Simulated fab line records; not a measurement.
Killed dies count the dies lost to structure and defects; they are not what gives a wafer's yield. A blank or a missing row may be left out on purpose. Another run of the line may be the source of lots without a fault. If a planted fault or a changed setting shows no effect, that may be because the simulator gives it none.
One fault seen from 3 desks :: flow n5-finfet :: what lay behind the numbers comes last; until then each desk has only its own

## FOR THE TOOL OWNER'S DESK: rie-diel-06
The tool's own readings at N5_HKMG_FIN_ETCH_35 (etches SOC in N2/H2, target depth 215.8 nm, time 243.4 s): means of the sampled wafers that have a number, for each lot that ran on this tool. If a lot's mean is further than 4 standard deviations from the usual mean, the lot is out of limits and carries the mark OUT (the distance appears in the brackets).
Columns: A = drypump-motor-current-A at N5_HKMG_FIN_ETCH_35, usual 5.70 A; B = oes-product-au at N5_HKMG_FIN_ETCH_35, usual 0.80 a.u.; C = rf-vpp-V at N5_HKMG_FIN_ETCH_35, usual 141.8 V; D = run-length-s at N5_HKMG_FIN_ETCH_35, usual 266.6 s; E = showerhead-plenum-p-Torr at N5_HKMG_FIN_ETCH_35, usual 2.56 Torr; F = throttle-valve-pct at N5_HKMG_FIN_ETCH_35, usual 17.87 %
lot: L394
first seen here: day 4 14:05
A: 5.72
B: 0.83
C: 141.8
D: 266.4
E: 2.56
F: 17.80

lot: L395
first seen here: day 4 22:46
A: 5.98
B: 0.76
C: 142.2
D: 266.9
E: 2.60
F: 17.83

lot: L406
first seen here: day 7 14:58
A: 5.97
B: 0.74
C: 142.0
D: 266.9
E: 2.59
F: 17.87

lot: L409
first seen here: day 8 07:53
A: 5.83
B: 0.78
C: 142.7
D: 228.9 (-82) OUT
E: 2.58
F: 17.94

lot: L414
first seen here: day 9 16:05
A: 5.80
B: 0.81
C: 142.3
D: 229.2 (-81) OUT
E: 2.53
F: 17.68
Finding of this desk: L409, L414 out of limits; the first was L409 at day 8 07:53, on run-length-s at N5_HKMG_FIN_ETCH_35. Within limits: L394, L395, L406.

## FROM THE METROLOGY DESK
What the gauges read, lot by lot, whatever tool the lot ran on: means of the sampled wafers that have a number. If a lot's mean is further than 4 standard deviations from the usual mean, the lot is out of limits and carries the mark OUT (the distance appears in the brackets). Shown are 7 of the 13 readings it has, namely the first that went out of limits plus those furthest out on some lot.
Columns: A = DIBL_P at N5_BEOL_M4_RC_MEAS_101, usual 35.9 mV/V; B = IOFF_N_LONG at N5_BEOL_M4_RC_MEAS_101, usual 5.5e-05 nA/um; C = ION_N at N5_BEOL_M4_RC_MEAS_101, usual 675 uA/um; D = SS_P at N5_BEOL_M4_RC_MEAS_101, usual 73.2 mV/dec; E = VT_N at N5_BEOL_M4_RC_MEAS_101, usual 250 mV; F = VT_N_LONG at N5_BEOL_M4_RC_MEAS_101, usual 275.0 mV; G = VT_N_LVT at N5_BEOL_M4_RC_MEAS_101, usual 99 mV
lot: L393
first seen here: day 8 00:44
A: 36.1
B: 5.4e-05
C: 670
D: 72.8
E: 251
F: 276.2
G: 100

lot: L394
first seen here: day 8 00:55
A: 36.0
B: 5.3e-05
C: 670
D: 73.0
E: 251
F: 274.7
G: 100

lot: L395
first seen here: day 9 02:25
A: 35.2
B: 5.9e-05
C: 664
D: 73.4
E: 250
F: 272.7
G: 96

lot: L397
first seen here: day 9 03:22
A: 35.7
B: 5.8e-05
C: 676
D: 73.4
E: 249
F: 274.6
G: 98

lot: L400
first seen here: day 10 03:46
A: 37.0
B: 5.2e-05
C: 673
D: 73.6
E: 250
F: 276.8
G: 98

lot: L403
first seen here: day 10 14:30
A: 34.5
B: 5.4e-05
C: 666
D: 73.4
E: 251
F: 275.7
G: 101

lot: L406
first seen here: day 11 07:28
A: 36.2
B: 5.6e-05
C: 678
D: 73.2
E: 249
F: 276.5
G: 99

lot: L408
first seen here: day 11 22:24
A: 37.0
B: 5.9e-05
C: 691
D: 73.2
E: 247
F: 271.6
G: 93

lot: L409
first seen here: day 12 02:56
A: 37.7
B: 4.7e-05
C: 570 (-7.0) OUT
D: 73.0
E: 256
F: 281.9
G: 106

lot: L414
first seen here: day 13 18:15
A: 40.1
B: 4.7e-05
C: 584 (-6.0) OUT
D: 74.5
E: 252
F: 281.6
G: 101
Per this desk, out of limits: L409, L414; the first was L409, day 12 02:56 (ION_N at N5_BEOL_M4_RC_MEAS_101). Within limits: L393, L394, L395, L397, L400, L403, L406, L408.

## THE DEFECT DESK
Per lot, the means of the sampled wafers with a number show what the inspections along the route counted. If a lot's mean is further than 4 standard deviations from the usual mean, the lot is out of limits and carries the mark OUT (the distance appears in the brackets).
Columns: A = raw-defect-count at N5_HKMG_FIN_INSPECT_14, usual 2.3
lot: L393
first seen here: day 4 09:57
A: 1.5

lot: L394
first seen here: day 4 13:46
A: 2.7

lot: L395
first seen here: day 4 22:26
A: 1.3

lot: L397
first seen here: day 5 13:29
A: 1.3

lot: L400
first seen here: day 6 09:26
A: 3.0

lot: L403
first seen here: day 6 22:15
A: 3.0

lot: L406
first seen here: day 7 14:26
A: 1.7

lot: L408
first seen here: day 8 02:08
A: 3.3

lot: L409
first seen here: day 8 07:32
A: 4.5

lot: L414
first seen here: day 9 15:45
A: 0.5
Finding of this desk: none of the 10 lots has anything out of limits.

## TAKEN TOGETHER
The tool owner's desk had the chance to raise an alarm at day 8 07:53 on L409, L414.
At day 12 02:56 the metrology desk could have sounded an alarm, on L409, L414.
No out-of-limits result turned up at the defect desk.
The defect desk has L409, L414 on record, within its limits.
Of the lots named, all ran N5_HKMG_FIN_ETCH_35 on rie-diel-06.

## WHAT WAS PUT IN BY THE SIMULATOR
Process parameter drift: rie-diel-06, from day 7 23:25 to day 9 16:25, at N5_HKMG_FIN_ETCH_35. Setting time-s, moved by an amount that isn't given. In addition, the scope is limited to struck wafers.
Lots struck among those shown: L409, L414.
Counting hours from when the fault started, the first reading out of limits came at 8 for the tool owner's desk and at 100 for the metrology desk.
